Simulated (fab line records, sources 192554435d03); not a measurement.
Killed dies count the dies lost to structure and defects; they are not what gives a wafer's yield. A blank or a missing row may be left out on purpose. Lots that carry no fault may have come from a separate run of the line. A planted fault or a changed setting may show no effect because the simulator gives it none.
Chamber matching / flow n5-finfet / N5_BEOL_M2_PECVD_72 on pecvd-02 has 3 sister chambers
The step deposits SiO2 from TEOS/O2, target thk 16 nm, time 18 s. 3 wafers are shown with their chamber, then 9 later ones without.

## EACH WAFER AND ITS CHAMBER
wafer=L087.5; chamber=0; throttle-valve-pct (%)=23.9
wafer=L088.3; chamber=1; throttle-valve-pct (%)=22.8
wafer=L088.6; chamber=2; throttle-valve-pct (%)=20.5

## WAFERS WITHOUT THEIR CHAMBER
wafer=L089.2; throttle-valve-pct (%)=20.8
wafer=L089.3; throttle-valve-pct (%)=23.8
wafer=L089.5; throttle-valve-pct (%)=22.3
wafer=L090.4; throttle-valve-pct (%)=22.5
wafer=L090.5; throttle-valve-pct (%)=24.0
wafer=L090.6; throttle-valve-pct (%)=20.9
wafer=L096.1; throttle-valve-pct (%)=24.1
wafer=L096.2; throttle-valve-pct (%)=22.8
wafer=L096.4; throttle-valve-pct (%)=20.6

## WHICH CHAMBER EACH ONE RAN IN
wafer=L089.2; from the rows above=2; in truth=2
wafer=L089.3; from the rows above=0; in truth=0
wafer=L089.5; from the rows above=1; in truth=1
wafer=L090.4; from the rows above=1; in truth=1
wafer=L090.5; from the rows above=0; in truth=0
wafer=L090.6; from the rows above=2; in truth=2
wafer=L096.1; from the rows above=0; in truth=0
wafer=L096.2; from the rows above=1; in truth=1
wafer=L096.4; from the rows above=2; in truth=2
Correct placement for 9 of the 9. Can't be placed from these rows: 0. Placed wrongly: 0.
How it was worked out, from the rows above alone: a wafer's distance from a chamber is the root of the sum, over the readings, of the square of ((its reading less the chamber's mean) divided by the reading's scatter). If the next closest chamber is less than 2 further off than the closest, the wafer can't be placed; otherwise it belongs to the closest. Each chamber's mean is taken over the wafers shown for it. The scatter (one wafer shown for each chamber): square how far every hidden wafer sits from the nearest shown wafer, average those squares and take the square root.
